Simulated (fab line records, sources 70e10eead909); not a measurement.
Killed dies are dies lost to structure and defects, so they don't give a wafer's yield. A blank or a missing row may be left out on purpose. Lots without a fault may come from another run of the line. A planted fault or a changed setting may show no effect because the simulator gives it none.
Which tool did it? | flow nand_harc | 12 lots, 36 wafers sampled, at 5 steps of a route of 1302

WHAT THE GAUGES READ, wafer by wafer
NHARC_END_SORT_01. Usual: defect_limited_yield 91.0 %, standard deviation 2.8; killed_at_array 56, standard deviation 18; killed_at_other 1.4, standard deviation 1.5; killed_at_periphery 4, standard deviation 3.1; killed_dies 61, standard deviation 19; killed_open 3.5, standard deviation 1.8; killed_short 2.4, standard deviation 1.4.
lot  | measured     | on        | defect_limited_yield (%) | killed_at_array | killed_at_other | killed_at_periphery | killed_dies | killed_open | killed_short | flag
L159 | day 26 00:58 | prober-02 | 88.5 90.7 88.5           | 71 58 67        | 1 2 7           | 6 3 4               | 78 63 78    | 3 2 6       | 2 2 1        |
L169 | day 31 09:17 | prober-02 | 91.9 91.7 91.9           | 50 52 48        | 1 1 4           | 4 3 3               | 55 56 55    | 2 6 4       | 2 6 1        |
L172 | day 30 20:00 | prober-02 | 91.3 91.9 92.3           | 56 48 46        | 2 4 2           | 1 3 4               | 59 55 52    | 5 7 4       | 1 1 2        |
L173 | day 31 18:37 | prober-02 | 87.0 87.9                | 79 78           | 2 1             | 7 3                 | 88 82       | 2 3         | 2 3          |

WHICH TOOL RAN EACH LOT (tool, then ch and the chambers of the sampled wafers, then the start)
lot  | NHARC_P_M0_ETCH_15                            | NHARC_P_M0_STRIP_18                | NHARC_P_M1_ETCH_15                 | NHARC_P_M1_DEGAS_29
L156 | rie_diel-11 ch 0,2, day 6 06:19 or earlier    | rie_diel-07 ch 0,1,3, day 6 06:19  | rie_diel-12 ch 2,3, day 6 10:10    | pvd_sputter-03, day 6 11:01
L155 | rie_diel-03 ch 1,2, day 6 07:04 or earlier    | rie_diel-07 ch 0,2, day 6 07:04    | rie_diel-12 ch 0,2,3, day 6 10:57  | pvd_sputter-02, day 6 11:52
L158 | rie_diel-03 ch 0,1, day 7 16:55 or earlier    | rie_diel-07 ch 0,1, day 7 16:55    | rie_diel-06 ch 2,3, day 7 20:46    | pvd_sputter-03, day 7 21:37
L159 | rie_diel-07 ch 0,1,2, day 7 18:13 or earlier  | rie_diel-07 ch 0,1,2, day 7 18:13  | rie_diel-12 ch 0,2,3, day 7 22:05  | pvd_sputter-02, day 7 22:58
L162 | rie_diel-07 ch 1,3, day 9 00:04 or earlier    | rie_diel-07 ch 0,2, day 9 00:04    | rie_diel-12 ch 1,2,3, day 9 03:44  | pvd_sputter-02, day 9 04:35
L165 | rie_diel-07 ch 1,2,3, day 10 11:51 or earlier | rie_diel-07 ch 0,1,3, day 10 11:51 | rie_diel-06 ch 2,3, day 10 15:30   | pvd_sputter-02, day 10 16:22
L166 | rie_diel-03 ch 1,2,3, day 10 13:01 or earlier | rie_diel-11 ch 0,1,2, day 10 13:01 | rie_diel-13 ch 0,1,3, day 10 16:41 | pvd_sputter-02, day 10 17:32
L167 | rie_diel-07 ch 1,2,3, day 11 06:08 or earlier | rie_diel-11 ch 0,1,3, day 11 06:08 | rie_diel-12 ch 1,2, day 11 09:46   | pvd_sputter-03, day 11 10:37
L169 | rie_diel-07 ch 1,2,3, day 12 07:46 or earlier | rie_diel-07 ch 1,2,3, day 12 07:46 | rie_diel-13 ch 0,1,3, day 12 11:29 | pvd_sputter-02, day 12 12:20
L172 | rie_diel-07 ch 1,2, day 12 23:28 or earlier   | rie_diel-11 ch 0,2, day 12 23:28   | rie_diel-12 ch 0,2, day 13 03:17   | pvd_sputter-03, day 13 04:09
L173 | rie_diel-11 ch 2,3, day 13 14:04 or earlier   | rie_diel-11 ch 0,1, day 13 14:04   | rie_diel-13 ch 0,3, day 13 17:56   | pvd_sputter-03, day 13 18:48
L178 | rie_diel-07 ch 0,2, day 15 13:41 or earlier   | rie_diel-07 ch 0,3, day 15 13:41   | rie_diel-12 ch 0,1, day 15 17:53   | pvd_sputter-02, day 15 18:45
- NHARC_P_M0_ETCH_15: etches the open film in C4F8/Ar, target depth 150 nm, overetch 15 nm, time 82.5 s.
- NHARC_P_M0_STRIP_18: strips in N2/H2.
- NHARC_P_M1_ETCH_15: etches the open film in C4F8/Ar, target depth 182.5 nm, time 91.2 s.
- NHARC_P_M1_DEGAS_29: time 60 s.

WHAT THE TOOLS THEMSELVES READ (means of the sampled wafers that have a number; where no wafer has one, the mark that the record gives instead)
NHARC_P_M0_ETCH_15. Usual: oes_product_au 0.957 a.u., standard deviation 0.018; rf_vpp_V 439.4 V, standard deviation 2.7; run_length_s 103.7 s, standard deviation 0.42.
lot  | tool        | oes_product_au (a.u.) | rf_vpp_V (V) | run_length_s (s) | flag
L156 | rie_diel-11 | 0.958                 | 438.6        | 103.4            |
L155 | rie_diel-03 | 0.975                 | 441.8        | 103.9            |
L158 | rie_diel-03 | 0.970                 | 438.5        | 104.5            |
L159 | rie_diel-07 | 0.978                 | 440.3        | 103.8            |
L162 | rie_diel-07 | 0.945                 | 442.0        | 104.1            |
L165 | rie_diel-07 | 0.964                 | 440.4        | 103.6            |
L166 | rie_diel-03 | 0.912                 | 439.3        | 103.6            |
L167 | rie_diel-07 | 0.939                 | 441.0        | 104.1            |
L169 | rie_diel-07 | 0.960                 | 440.3        | 103.7            |
L172 | rie_diel-07 | 0.969                 | 441.8        | 104.0            |
L173 | rie_diel-11 | 0.952                 | 439.5        | 103.2            |
L178 | rie_diel-07 | 0.968                 | 437.9        | 103.5            |

NHARC_P_M0_STRIP_18. Usual: drypump_motor_current_A 5.66 A, standard deviation 0.27; oes_product_au 0.998 a.u., standard deviation 0.01; power_w 1001 W, standard deviation 3.2; rf_vpp_V 90.4 V, standard deviation 0.93; showerhead_plenum_p_Torr 2.00 Torr, standard deviation 0.097; throttle_valve_pct 14.171 %, standard deviation 0.0091.
lot  | tool        | drypump_motor_current_A (A) | oes_product_au (a.u.) | power_w (W) | rf_vpp_V (V) | showerhead_plenum_p_Torr (Torr) | throttle_valve_pct (%) | flag
L156 | rie_diel-07 | 5.60                        | 0.996                 | 1001        | 90.0         | 2.02                            | 14.173                 |
L155 | rie_diel-07 | 5.74                        | 1.014                 | 999         | 91.0         | 1.95                            | 14.175                 |
L158 | rie_diel-07 | 5.74                        | 1.003                 | 1001        | 90.4         | 2.00                            | 14.171                 |
L159 | rie_diel-07 | 5.68                        | 0.999                 | 997         | 90.2         | 2.02                            | 14.167                 |
L162 | rie_diel-07 | 5.79                        | 1.010                 | 1001        | 90.4         | 1.93                            | 14.182                 |
L165 | rie_diel-07 | 5.61                        | 1.000                 | 1002        | 91.2         | 2.01                            | 14.168                 |
L166 | rie_diel-11 | 5.93                        | 0.992                 | 1002        | 90.5         | 2.03                            | 14.171                 |
L167 | rie_diel-11 | 5.63                        | 0.996                 | 1000        | 90.8         | 2.01                            | 14.171                 |
L169 | rie_diel-07 | 5.52                        | 0.993                 | 1002        | 90.5         | 2.02                            | 14.170                 |
L172 | rie_diel-11 | 6.12                        | 0.989                 | 998         | 90.0         | 1.93                            | 14.164                 |
L173 | rie_diel-11 | 5.73                        | 0.999                 | 1003        | 90.4         | 2.08                            | 14.169                 |
L178 | rie_diel-07 | 5.71                        | 1.007                 | 997         | 89.2         | 1.92                            | 14.162                 |

NHARC_P_M1_ETCH_15. Usual: oes_product_au 0.955 a.u., standard deviation 0.022; rf_vpp_V 440.7 V, standard deviation 2.7; run_length_s 112.7 s, standard deviation 0.56.
lot  | tool        | oes_product_au (a.u.) | rf_vpp_V (V) | run_length_s (s) | flag
L156 | rie_diel-12 | 0.955                 | 438.3        | 112.3            |
L155 | rie_diel-12 | 0.966                 | 441.5        | 112.7            |
L158 | rie_diel-06 | 0.934                 | 442.4        | 113.0            |
L159 | rie_diel-12 | 0.979                 | 441.3        | 112.4            |
L162 | rie_diel-12 | 0.973                 | 440.1        | 112.5            |
L165 | rie_diel-06 | 0.978                 | 443.5        | 112.5            |
L166 | rie_diel-13 | 0.971                 | 440.6        | 112.9            |
L167 | rie_diel-12 | 0.921                 | 441.5        | 112.0            |
L169 | rie_diel-13 | 0.976                 | 440.9        | 112.5            |
L172 | rie_diel-12 | 0.964                 | 442.9        | 112.0            |
L173 | rie_diel-13 | 0.919                 | 442.3        | 106.5            | OFF
L178 | rie_diel-12 | 0.953                 | 440.8        | 113.3            |

NHARC_P_M1_DEGAS_29. Usual: heater_power_w 337 W, standard deviation 40; susceptor_temp_C 250.02 C, standard deviation 0.17.
lot  | tool           | heater_power_w (W) | susceptor_temp_C (C) | flag
L156 | pvd_sputter-03 | 345                | -                    | OFF
L155 | pvd_sputter-02 | 350                | 250.10               |
L158 | pvd_sputter-03 | 357                | 249.91               |
L159 | pvd_sputter-02 | 324                | 250.14               |
L162 | pvd_sputter-02 | 316                | 250.03               |
L165 | pvd_sputter-02 | 351                | 249.95               |
L166 | pvd_sputter-02 | 352                | 250.07               |
L167 | pvd_sputter-03 | 362                | 249.97               |
L169 | pvd_sputter-02 | 323                | 250.05               |
L172 | pvd_sputter-03 | 323                | 250.03               |
L173 | pvd_sputter-03 | 342                | 250.09               |
L178 | pvd_sputter-02 | 337                | 249.96               |

THE ANSWER, worked out from the rows above alone
Rule: a lot is off if the mean of its wafers that have a number lies more than 3 standard deviations from the usual mean. A lot without any number at a reading at which 4 lots or more have one is off too. The other lots that the step has rows for count as sound. The gauges are gone through in route order, then the tools' own readings, and for those a lot's mean is taken as printed above. The first step at which some lot is off is used, and at that step the reading that is off furthest; a lot without a number counts as furthest.
Off: L173, at NHARC_P_M1_ETCH_15 (run_length_s).
A tool fits if, at that step or a process step before it, it ran every lot that is off, and no sound lot after the first of them. NHARC_P_M0_ETCH_15 gives no start for some lots, so the hours and the order of its lots are those of NHARC_P_M0_STRIP_18. Can't be told from this: 2 tools fit, rie_diel-11 at NHARC_P_M0_ETCH_15 and NHARC_P_M0_STRIP_18, rie_diel-13 at NHARC_P_M1_ETCH_15.

WHAT THE SIMULATOR HAD PUT IN
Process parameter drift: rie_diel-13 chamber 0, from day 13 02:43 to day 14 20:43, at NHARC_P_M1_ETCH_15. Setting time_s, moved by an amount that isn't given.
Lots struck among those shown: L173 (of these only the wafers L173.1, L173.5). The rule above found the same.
